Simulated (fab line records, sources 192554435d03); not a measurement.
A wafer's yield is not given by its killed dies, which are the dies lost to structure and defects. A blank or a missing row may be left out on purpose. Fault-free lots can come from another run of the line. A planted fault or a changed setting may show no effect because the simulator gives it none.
Split-lot trial / flow n5 finfet / 21 wafers read from 7 lots, route of 1938 steps

## THE SPLIT
At N5_BEOL_M3_TRENCH_ETCH_37 (etches SiOC in C4F6/O2, target depth 55.555 nm, time 29.2 s), the setting time s was moved away from the recipe's 29.2 s on 10 of the 21 wafers read, by -20.1% to +18.5%. This setting was run at the recipe's value on the other wafers.

## FROM THE SPLIT TO THE READING: what the file shows between them, 2 steps
- N5_BEOL_M3_ETCH_41: etches SiCN in CH3F/O2, target depth 29.9 nm, time 52.5 s
- N5_BEOL_M3_STRIP_97: strips in N2/H2, time 10 s

## THE READING
trench depth nm, in nm, at N5_BEOL_M3_OCD_MEAS_38. Fault-free wafers of this fab line usually give 54.9 nm, standard deviation 1.3 nm.

wafer=L075.2; tool, chamber at the split=rie diel-02, 1; time s as run, s=29.2; against the recipe=recipe; trench depth nm, nm=53.6; against lot-mates on the recipe=-
wafer=L075.3; tool, chamber at the split=rie diel-02, 2; time s as run, s=23.75; against the recipe=-18.7%; trench depth nm, nm=45.9; against lot-mates on the recipe=-7.7
wafer=L075.4; tool, chamber at the split=rie diel-02, 0; time s as run, s=23.75; against the recipe=-18.7%; trench depth nm, nm=43.0; against lot-mates on the recipe=-10.6
wafer=L078.1; tool, chamber at the split=rie diel-02, 0; time s as run, s=29.2; against the recipe=recipe; trench depth nm, nm=52.8; against lot-mates on the recipe=-
wafer=L078.2; tool, chamber at the split=rie diel-02, 3; time s as run, s=29.2; against the recipe=recipe; trench depth nm, nm=56.0; against lot-mates on the recipe=-
wafer=L078.5; tool, chamber at the split=rie diel-02, 0; time s as run, s=29.2; against the recipe=recipe; trench depth nm, nm=53.1; against lot-mates on the recipe=-
wafer=L080.2; tool, chamber at the split=rie diel-04, 2; time s as run, s=29.2; against the recipe=recipe; trench depth nm, nm=55.9; against lot-mates on the recipe=-
wafer=L080.4; tool, chamber at the split=rie diel-04, 0; time s as run, s=29.2; against the recipe=recipe; trench depth nm, nm=55.7; against lot-mates on the recipe=-
wafer=L080.6; tool, chamber at the split=rie diel-04, 1; time s as run, s=29.2; against the recipe=recipe; trench depth nm, nm=56.1; against lot-mates on the recipe=-
wafer=L081.3; tool, chamber at the split=rie diel-04, 3; time s as run, s=29.2; against the recipe=recipe; trench depth nm, nm=55.2; against lot-mates on the recipe=-
wafer=L081.5; tool, chamber at the split=rie diel-04, 3; time s as run, s=29.2; against the recipe=recipe; trench depth nm, nm=55.7; against lot-mates on the recipe=-
wafer=L081.6; tool, chamber at the split=rie diel-04, 2; time s as run, s=34.6; against the recipe=+18.5%; trench depth nm, nm=65.9; against lot-mates on the recipe=+10.5
wafer=L087.3; tool, chamber at the split=rie diel-04, 3; time s as run, s=32.63; against the recipe=+11.7%; trench depth nm, nm=62.0; against lot-mates on the recipe=+6.3
wafer=L087.4; tool, chamber at the split=rie diel-04, 1; time s as run, s=32.63; against the recipe=+11.7%; trench depth nm, nm=62.1; against lot-mates on the recipe=+6.4
wafer=L087.6; tool, chamber at the split=rie diel-04, 3; time s as run, s=29.2; against the recipe=recipe; trench depth nm, nm=55.7; against lot-mates on the recipe=-
wafer=L093.4; tool, chamber at the split=rie diel-05, 0; time s as run, s=23.32; against the recipe=-20.1%; trench depth nm, nm=43.5; against lot-mates on the recipe=-12.3
wafer=L093.5; tool, chamber at the split=rie diel-05, 3; time s as run, s=29.2; against the recipe=recipe; trench depth nm, nm=55.8; against lot-mates on the recipe=-
wafer=L093.6; tool, chamber at the split=rie diel-05, 0; time s as run, s=23.32; against the recipe=-20.1%; trench depth nm, nm=43.4; against lot-mates on the recipe=-12.4
wafer=L096.2; tool, chamber at the split=rie diel-02, 3; time s as run, s=23.32; against the recipe=-20.1%; trench depth nm, nm=44.4; against lot-mates on the recipe=no lot-mate on the recipe
wafer=L096.4; tool, chamber at the split=rie diel-02, 1; time s as run, s=23.32; against the recipe=-20.1%; trench depth nm, nm=42.7; against lot-mates on the recipe=no lot-mate on the recipe
wafer=L096.5; tool, chamber at the split=rie diel-02, 1; time s as run, s=23.32; against the recipe=-20.1%; trench depth nm, nm=43.5; against lot-mates on the recipe=no lot-mate on the recipe

FIT RESULTS
A straight line over all 21 wafers: trench depth nm changes by +0.578 nm for each +1% of time s; r = +0.99; the points scatter about the line by 1.1 nm.
The same after taking each lot's own level away (the mean of its wafers on the recipe; 18 wafers): +0.556 nm for each +1%; r = +0.99; scatter 1 nm.
According to that fit, moving time s by its largest amount changes the reading by 11 nm.
Measured against the standard deviation above, the lots' own levels, which go from 53.60 to 55.90 nm, span 1.8 times it.
Consequently the slope shifts little with the lot-to-lot level, the two slopes agreeing.
Check: with one of the wafers moved furthest among these (-20.1%) left out of the fit, the line predicts -10.9 nm for it against its lot-mates. It came out at -12.3 nm against them.

## OTHER SPLITS ON THESE WAFERS
Note: prior to the reading, these wafers also went through further splits. Each is held against what the fit with the lots' levels taken away leaves over:
other split on the same wafers=N5_MOL_CONTACT_COAG_COAT_77 spin rpm; wafers away from the commonest value=5; r with trench depth nm (lot level and that fit taken away)=+0.10
other split on the same wafers=N5_MOL_CONTACT_COAG_COAT_64 spin rpm; wafers away from the commonest value=7; r with trench depth nm (lot level and that fit taken away)=+0.15
other split on the same wafers=N5_MOL_CONTACT_COAG_EXPOSE_37 dose mj; wafers away from the commonest value=8; r with trench depth nm (lot level and that fit taken away)=+0.19
other split on the same wafers=N5_BEOL_M0_SAQP_COAT_34 spin rpm; wafers away from the commonest value=8; r with trench depth nm (lot level and that fit taken away)=-0.14
other split on the same wafers=N5_BEOL_M1_COAT_62 spin rpm; wafers away from the commonest value=8; r with trench depth nm (lot level and that fit taken away)=-0.22

## THE WHOLE CHAIN: every reading that the file lists as answering this split, in the file's order
step=N5_BEOL_M3_TRENCH_ETCH_37; what it does=etches SiOC in C4F6/O2, target depth 55.555 nm, time 29.2 s; reading=etch.depth nm (the simulator's own value, which no gauge read); change (the file's fit)=+0.572 nm for each +1% of the setting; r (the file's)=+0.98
step=N5_BEOL_M3_TRENCH_ETCH_37; what it does=etches SiOC in C4F6/O2, target depth 55.555 nm, time 29.2 s; reading=BEOL_M3.feature depth nm (the simulator's own value, which no gauge read); change (the file's fit)=+0.571 nm for each +1% of the setting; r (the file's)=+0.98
step=N5_BEOL_M3_OCD_MEAS_38; what it does=; reading=trench depth nm; change (the file's fit)=+0.558 nm for each +1% of the setting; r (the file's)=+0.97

## THE FILE'S OWN FIT
trench depth nm changes by +0.558 nm for each +1% of time s, r = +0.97.
